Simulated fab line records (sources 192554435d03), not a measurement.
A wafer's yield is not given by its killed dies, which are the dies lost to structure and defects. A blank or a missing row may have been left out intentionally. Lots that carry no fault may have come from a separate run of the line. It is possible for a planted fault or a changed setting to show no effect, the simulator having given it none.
Which tool did it? :: flow n5-finfet :: Sampling: 10 lots, 30 wafers, 2 of 1938 route steps

WHAT THE GAUGES SHOWED, per wafer
N5_PASSIVATION_CD_MEAS_10 targets a cd of 3000 nm.
lot: L766
measured: day 12 17:02
on: cd-sem-01
cd-nm (nm): 3000.7 3001.8 3004.4

lot: L767
measured: day 12 21:46
on: cd-sem-03
cd-nm (nm): 3003.0 3001.0 3001.8

lot: L768
measured: day 13 06:46
on: cd-sem-03
cd-nm (nm): 2999.4 2997.1 2998.9

lot: L770
measured: day 14 13:41
on: cd-sem-02
cd-nm (nm): 3000.2 2999.3 2998.6

lot: L772
measured: day 14 17:58
on: cd-sem-01
cd-nm (nm): 3000.6 2998.2 2997.9

lot: L779
measured: day 16 08:38
on: cd-sem-03
cd-nm (nm): 3003.5 2998.6 3000.9

lot: L782
measured: day 16 08:59
on: cd-sem-03
cd-nm (nm): 3000.2 2998.9 3002.0

lot: L783
measured: day 17 05:01
on: cd-sem-03
cd-nm (nm): 3000.5 2996.8 2995.7

lot: L785
measured: day 17 04:46
on: cd-sem-01
cd-nm (nm): 2999.6 3002.3 2997.6

lot: L788
measured: day 18 15:11
on: cd-sem-01
cd-nm (nm): 2999.3 2999.7 2998.4

WHICH TOOL RAN EACH LOT (tool, then ch and the chambers of the sampled wafers, then the start)
lot: L766
N5_BEOL_M0_ALD_136: ald-metal-03 ch 0,1, day 6 00:03

lot: L767
N5_BEOL_M0_ALD_136: ald-metal-03 ch 0,2, day 6 04:08

lot: L768
N5_BEOL_M0_ALD_136: ald-metal-01 ch 0,2,3, day 6 09:29

lot: L770
N5_BEOL_M0_ALD_136: ald-metal-03 ch 0,1,2, day 6 17:55

lot: L772
N5_BEOL_M0_ALD_136: ald-metal-03 ch 0,2,3, day 7 11:59

lot: L779
N5_BEOL_M0_ALD_136: ald-metal-01 ch 0,1,3, day 9 11:43

lot: L782
N5_BEOL_M0_ALD_136: ald-metal-03 ch 0,2,3, day 9 21:58

lot: L783
N5_BEOL_M0_ALD_136: ald-metal-01 ch 0,1,2, day 10 00:05

lot: L785
N5_BEOL_M0_ALD_136: ald-metal-01 ch 0,1, day 10 14:14

lot: L788
N5_BEOL_M0_ALD_136: ald-metal-04 ch 0,3, day 11 15:46
- N5_BEOL_M0_ALD_136: deposits TaN, pulse time 2 s, purge time 3 s, co reactant purge time 2 s.

THE ANSWER, worked out from the rows above alone
Rule: usual is defined by the lots themselves. Put in order of their means at a reading, lots are off if they are a third of the lots or fewer, leave a main group of 4 or more, and stand apart from it by a gap of 3 or more times the standard deviation of the main group's means; of several such gaps the widest counts. Not used: any main group whose means are identical at the precision the tables above print for the reading. Also off: a lot with no number at a reading for which 4 or more lots have one. Any other lot the step has rows for is counted as sound.
Across all readings shown, no lot is off: no conclusion can be drawn from this.

WHAT HAD BEEN PUT IN BY THE SIMULATOR
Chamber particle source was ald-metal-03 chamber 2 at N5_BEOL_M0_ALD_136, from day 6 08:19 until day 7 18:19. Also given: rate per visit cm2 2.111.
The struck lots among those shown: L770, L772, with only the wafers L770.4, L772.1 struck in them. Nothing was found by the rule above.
